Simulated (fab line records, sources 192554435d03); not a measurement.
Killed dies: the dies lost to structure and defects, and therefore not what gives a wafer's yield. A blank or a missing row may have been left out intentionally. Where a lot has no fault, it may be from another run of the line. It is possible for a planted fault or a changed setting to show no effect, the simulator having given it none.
One fault seen from 3 desks + flow n5-finfet + every desk sees just its own numbers, and what lay behind them comes last

## THE DEFECT DESK
Inspection counts along the route, by lot: the mean over sampled wafers that carry a number. Any lot whose mean is over 4 standard deviations away from the usual mean is out of limits and marked OUT; that distance is given in the brackets.
Columns: A = raw-defect-count at N5_BEOL_M9_INSPECT_13, usual 454
| lot  | first seen here | A   |
|------|-----------------|-----|
| L762 | day 10 00:51    | 403 |
| L774 | day 13 06:40    | 476 |
| L775 | day 13 12:32    | 786 |
| L781 | day 14 10:53    | 536 |
| L783 | day 15 09:26    | 404 |
| L779 | day 16 02:11    | 437 |
This desk found nothing out of limits on any of the 6 lots.

## THE METROLOGY DESK
Lot by lot, what the gauges showed, no matter which tool ran the lot: averages of those sampled wafers that carry a number. Any lot whose mean is over 4 standard deviations away from the usual mean is out of limits and marked OUT; that distance is given in the brackets.
Columns: A = cd-nm at N5_BEOL_M9_CD_MEAS_11, usual 64.2 nm; B = M9_OVL at N5_BEOL_M9_OVL_MEAS_12, usual -0.6 nm
| lot  | first seen here | A    | B    |
|------|-----------------|------|------|
| L762 | day 10 00:48    | 64.4 | -0.6 |
| L774 | day 13 06:37    | 64.3 | -1.2 |
| L775 | day 13 12:29    | 64.5 | -0.5 |
| L781 | day 14 10:50    | 64.0 | -1.3 |
| L783 | day 15 09:23    | 64.2 | -0.6 |
| L779 | day 16 02:08    | 65.4 | -0.7 |
This desk found nothing out of limits on any of the 6 lots.

## FOR THE TOOL OWNER'S DESK: rie-diel-06
The tool's own readings at N5_BEOL_M9_ETCH_62 (etches SOC in N2/H2, target depth 110 nm, overetch 22 nm, time 165 s): means of the sampled wafers that have a number, for each lot that ran on this tool. Any lot whose mean is over 4 standard deviations away from the usual mean is out of limits and marked OUT; that distance is given in the brackets.
Columns: A = drypump-motor-current-A at N5_BEOL_M9_ETCH_62, usual 5.9 A; B = oes-product-au at N5_BEOL_M9_ETCH_62, usual 0.67 a.u.; C = rf-vpp-V at N5_BEOL_M9_ETCH_62, usual 524.7 V; D = showerhead-plenum-p-Torr at N5_BEOL_M9_ETCH_62, usual 2.57 Torr; E = throttle-valve-pct at N5_BEOL_M9_ETCH_62, usual 17.92 %
| lot  | first seen here | A   | B    | C     | D    | E     |
|------|-----------------|-----|------|-------|------|-------|
| L762 | day 10 00:58    | 6.0 | 0.73 | 525.0 | 2.58 | 18.08 |
| L774 | day 13 07:25    | 5.7 | 0.79 | 524.6 | 2.58 | 17.84 |
| L775 | day 13 13:47    | 5.9 | 0.71 | 526.1 | 2.60 | 18.02 |
This desk found nothing out of limits on any of the 3 lots.

## ALL TOGETHER
Nothing out of limits was seen by the defect desk.
From the metrology desk's view, nothing was out of limits.
Nothing out of limits was seen by the tool owner's desk.

## WHAT HAD BEEN PUT IN BY THE SIMULATOR
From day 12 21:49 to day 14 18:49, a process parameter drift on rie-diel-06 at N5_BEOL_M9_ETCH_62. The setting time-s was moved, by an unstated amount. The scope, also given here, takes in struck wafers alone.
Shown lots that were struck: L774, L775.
